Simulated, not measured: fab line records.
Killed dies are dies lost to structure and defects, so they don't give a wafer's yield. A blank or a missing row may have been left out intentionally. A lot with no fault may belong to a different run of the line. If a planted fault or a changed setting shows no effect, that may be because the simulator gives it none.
Code-filled problem report in 8D (eight disciplines) form	flow nand harc	the parts of the form that need people (team, actions taken, sign-off) are left out

1. WHAT IS WRONG
At NHARC_THIN_TSV_ETCH_44, rf fwd power W averages 179.4 W over 2 wafers from 2 lots, while fault-free wafers read 300.0 W, standard deviation 0.91. So: -99 or more standard deviations from the usual mean.
The step: etches the open film in CF4/O2, target depth 1594.2 nm, time 797.1 s.
First observed at day 22 12:53: wafer L578.4, on rie diel-08. The record has a number at this step for 18 wafers belonging to 6 lots. By rule, "out" or "out of limits" means more than 4 standard deviations away from the usual mean. The other wafers with a number count as sound.

2. WHAT IT IS; WHAT IT IS NOT
question	is	is not
which readings at this step	rf fwd power W, oes product au	drypump motor current A, rf vpp V, showerhead plenum p Torr, throttle valve pct
which lots	L578, L579	L563, L568, L573, L584
which wafers of those lots	L578.4, L579.2	L578.2, L578.5, L579.4, L579.5
read on which tools	rie diel-08	rie diel-01, rie diel-06
when	from day 22 12:53	up to then (11 sound wafers); but 5 sound wafers of L579, L584 came after

3. SUSPECTS, AND WHAT RULES EACH OUT
Counting: any tool at a process step up to the reading remains a suspect provided it ran every lot that is out. Sound lots after the first of them don't rule it out here, since some wafers of a struck lot are sound.
- rie diel-08 at NHARC_THIN_TSV_DESCUM_14 (chemistry O2, time 3 s): kept. Every lot that is out went through it, the first being L578 (day 22 12:44); the last sound lot it ran before that was L568 (day 20 22:14).
- rie diel-08 at NHARC_THIN_TSV_ETCH_44 (etches the open film in CF4/O2, target depth 1594.2 nm, time 797.1 s): kept. Every lot that is out went through it, the first being L578 (day 22 12:53); the last sound lot it ran before that was L568 (day 20 22:18). On those wafers its own readings are out: oes product au, rf fwd power W.
- Within rie diel-08 at NHARC_THIN_TSV_ETCH_44: the wafers that are out ran in chamber 0; their sound lot-mates ran in chambers 1, 2, 3.
Remaining after the count are rie diel-08 at NHARC_THIN_TSV_DESCUM_14 and rie diel-08 at NHARC_THIN_TSV_ETCH_44.

4. THE CAUSE (what the simulator had put in)
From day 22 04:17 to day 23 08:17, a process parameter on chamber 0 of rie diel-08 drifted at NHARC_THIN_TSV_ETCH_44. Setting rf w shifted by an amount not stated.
After counting, 2 suspects remain, this tool included.

5. THE EFFECT CHAIN, in route order
Rows list readings where the struck wafers' mean (over those with a number) sits beyond 3 standard deviations from the usual. Only readings whose record carries a usual standard deviation are examined. hours: median over the lots of the time between each lot's start at the first step of this table that gives one and its start at this step. sigmas: the change, counted in usual standard deviations.
hours	step	reading	usual	on struck wafers	change	sigmas
0	NHARC_THIN_TSV_ETCH_44	oes product au	0.998 a.u.	0.743	-0.255	-18
0	NHARC_THIN_TSV_ETCH_44	rf fwd power W	300.0 W	179.4	-120.6	-99 or more
Process steps it contains:
- NHARC_THIN_TSV_ETCH_44: etches the open film in CF4/O2, target depth 1594.2 nm, time 797.1 s.
Later steps that measure or inspect, where all struck wafers having a row at the step show a number for every such reading and not one has moved that far: NHARC_THIN_TSV_CD_MEAS_16.

6. WHAT WOULD HAVE CAUGHT IT SOONER
In this record the first reading out of limits was taken at day 22 12:53, 9 hours after the fault began at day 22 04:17.
